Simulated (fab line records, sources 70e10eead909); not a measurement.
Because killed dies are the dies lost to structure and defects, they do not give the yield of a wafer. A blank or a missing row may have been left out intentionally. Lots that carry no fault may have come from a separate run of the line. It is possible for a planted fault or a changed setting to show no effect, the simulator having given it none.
Problem report in the 8D (eight disciplines) form, filled by code	flow nandHarc	the parts of the form that need people (team, actions taken, sign-off) are left out

== 1. PROBLEM STATEMENT ==
thkNm at NHARC_A_ONON_D2_THK_MEAS_11 reads a mean of 1705 nm on 1 wafer of 1 lot; wafers without a fault read 998 nm with a standard deviation of 11. That is +64 standard deviations from the usual mean.
The step: measures by ellipsometry.
First observed at day 20 09:22: wafer L160.6, on filmMetro-01. The record holds 39 wafers of 13 lots with a number at this step. Rule for "out", or "out of limits": more than 4 standard deviations from the usual mean. The other wafers with a number count as sound.

== 2. WHAT IT IS; WHAT IT IS NOT ==
question	is	is not
which readings at this step	thkNm	-
which lots	L160	L141, L142, L144, L145, L146, L147, L148, L149, L150, L152, L158, L163
which wafers of those lots	L160.6	L160.1, L160.4
read on which gauges	filmMetro-01	filmMetro-02
when	from day 20 09:22	up to then (35 sound wafers); but 3 sound wafers of L163 came after

== 3. WHAT RULES OUT EACH SUSPECT ==
Counting: a tool at a process step up to the reading stays a suspect if it ran every lot that is out. Sound lots after the first of them don't rule it out here, since some wafers of a struck lot are sound.
- the gauge at NHARC_A_ONON_D2_THK_MEAS_11: ruled out. All the wafers that are out were read on filmMetro-01, but those of them that NHARC_END_SORT_01 has rows for are out there too, on other tools.
- pecvdOnon-01 at NHARC_A_ONON_D2_DEP_09 (target thk 1000 nm): kept. It processed L160, the lot that is out, at day 20 08:52, and its most recent sound lot before then was L152 at day 17 01:14.
Remaining after the count: pecvdOnon-01 at NHARC_A_ONON_D2_DEP_09.

== 4. THE CAUSE (what the simulator had put in) ==
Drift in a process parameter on pecvdOnon-01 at NHARC_A_ONON_D2_DEP_09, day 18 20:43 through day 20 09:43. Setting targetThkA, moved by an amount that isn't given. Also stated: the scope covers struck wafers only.
This tool alone remained once counting was done.

== 5. SEQUENCE OF EFFECTS, ordered by route ==
Each row: a reading whose mean over the struck wafers that have a number lies more than 3 standard deviations from the usual. Only readings for which the record gives a usual standard deviation are gone through. hours: the time from each lot's start at the first step in this table that gives one to its start at this step, as a median over the lots. sigmas: the change in usual standard deviations.
hours	step	reading	usual	on struck wafers	change	sigmas
0	NHARC_A_ONON_D2_THK_MEAS_11	thkNm	998 nm	1705	+707	+64
289	NHARC_END_SORT_01	killedAtArray	47	675	+628	+35
289	NHARC_END_SORT_01	killedDies	52	677	+625	+35

== 6. WHAT WOULD HAVE CAUGHT IT SOONER ==
37 hours passed between the start of the fault at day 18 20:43 and the first reading out of limits at a measuring or inspecting step in this record, taken at day 20 09:22.
Each of the lots that are out, 1 in all, had begun NHARC_A_ONON_D2_DEP_09 on pecvdOnon-01 no later than day 20 09:22. Tool hold at that time: it would have spared none of them.
